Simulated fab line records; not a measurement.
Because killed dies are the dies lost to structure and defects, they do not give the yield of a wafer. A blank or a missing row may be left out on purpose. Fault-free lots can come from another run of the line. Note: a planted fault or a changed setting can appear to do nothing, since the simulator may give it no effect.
Which tool did it? || flow n5Finfet || 29 wafers from 10 lots sampled at 3 of the route's 1938 steps

WHAT THE GAUGES READ, wafer by wafer
N5_PASSIVATION_INSPECT_61: inspects for defects (macro).
{"lot": "L771", "measured": "day 11 18:38", "on": "defectInspect-01", "rawDefectCount": "4 1"}
{"lot": "L772", "measured": "day 12 00:11", "on": "defectInspect-01", "rawDefectCount": "3 1 1"}
{"lot": "L774", "measured": "day 12 08:09", "on": "defectInspect-01", "rawDefectCount": "4 1 1"}
{"lot": "L776", "measured": "day 12 17:44", "on": "defectInspect-01", "rawDefectCount": "0 4 1"}
{"lot": "L783", "measured": "day 15 02:55", "on": "defectInspect-02", "rawDefectCount": "1 1 4"}
{"lot": "L784", "measured": "day 15 08:21", "on": "defectInspect-02", "rawDefectCount": "1 2 0"}
{"lot": "L789", "measured": "day 17 09:19", "on": "defectInspect-02", "rawDefectCount": "2 >300 2"}
{"lot": "L790", "measured": "day 18 05:46", "on": "defectInspect-02", "rawDefectCount": ">300 3 >300"}
{"lot": "L793", "measured": "day 18 21:32", "on": "defectInspect-01", "rawDefectCount": "1 1 1"}
{"lot": "L794", "measured": "day 19 22:17", "on": "defectInspect-01", "rawDefectCount": "3 0 0"}

EACH LOT AND THE TOOL THAT RAN IT (in order: tool; ch and the chambers of the sampled wafers; start)
{"lot": "L771", "N5_MIM_TOP_LITHO_DESCUM_10": "rieDiel-01 ch 0,1, day 11 16:02", "N5_PASSIVATION_PECVD_01": "pecvd-04 ch 0,1, day 11 17:59"}
{"lot": "L772", "N5_MIM_TOP_LITHO_DESCUM_10": "rieDiel-03 ch 2,3, day 11 21:20", "N5_PASSIVATION_PECVD_01": "pecvd-04 ch 0,2, day 11 23:00"}
{"lot": "L774", "N5_MIM_TOP_LITHO_DESCUM_10": "rieDiel-01 ch 0,3, day 12 05:34", "N5_PASSIVATION_PECVD_01": "pecvd-03 ch 0,2, day 12 07:34"}
{"lot": "L776", "N5_MIM_TOP_LITHO_DESCUM_10": "rieDiel-01 ch 1,2,3, day 12 15:22", "N5_PASSIVATION_PECVD_01": "pecvd-01 ch 1,2, day 12 17:11"}
{"lot": "L783", "N5_MIM_TOP_LITHO_DESCUM_10": "rieDiel-01 ch 0,3, day 15 00:14", "N5_PASSIVATION_PECVD_01": "pecvd-04 ch 0,2, day 15 01:55"}
{"lot": "L784", "N5_MIM_TOP_LITHO_DESCUM_10": "rieDiel-05 ch 0,2,3, day 15 05:19", "N5_PASSIVATION_PECVD_01": "pecvd-03 ch 0,1,2, day 15 07:02"}
{"lot": "L789", "N5_MIM_TOP_LITHO_DESCUM_10": "rieDiel-03 ch 1,2, day 17 06:25", "N5_PASSIVATION_PECVD_01": "pecvd-03 ch 0,1,2, day 17 08:25"}
{"lot": "L790", "N5_MIM_TOP_LITHO_DESCUM_10": "rieDiel-01 ch 0,1,2, day 18 03:08", "N5_PASSIVATION_PECVD_01": "pecvd-03 ch 1,2, day 18 05:01"}
{"lot": "L793", "N5_MIM_TOP_LITHO_DESCUM_10": "rieDiel-05 ch 0,1,2, day 18 18:05", "N5_PASSIVATION_PECVD_01": "pecvd-04 ch 0,2, day 18 20:16"}
{"lot": "L794", "N5_MIM_TOP_LITHO_DESCUM_10": "rieDiel-05 ch 2,3, day 19 17:46", "N5_PASSIVATION_PECVD_01": "pecvd-01 ch 0,2, day 19 19:50"}
- N5_MIM_TOP_LITHO_DESCUM_10: chemistry O2, time 7.9 s.
- N5_PASSIVATION_PECVD_01: deposits SiNx from SiH4/NH3/N2, target thk 200 nm, time 43.2 s.

THE ANSWER, worked out from the rows above alone
Rule: the usual values come from the lots themselves. Put in order of their means at a reading, lots are off if they are a third of the lots or fewer, leave a main group of 4 or more, and stand apart from it by a gap of 3 or more times the standard deviation of the main group's means; of several such gaps the widest counts. Not used: any main group whose means are identical at the precision the tables above print for the reading. Also off: a lot with no number at a reading for which 4 or more lots have one. Any other lot the step has rows for is counted as sound.
None of the lots is off at any reading shown; this tells nothing.

WHAT THE SIMULATOR HAD PUT IN
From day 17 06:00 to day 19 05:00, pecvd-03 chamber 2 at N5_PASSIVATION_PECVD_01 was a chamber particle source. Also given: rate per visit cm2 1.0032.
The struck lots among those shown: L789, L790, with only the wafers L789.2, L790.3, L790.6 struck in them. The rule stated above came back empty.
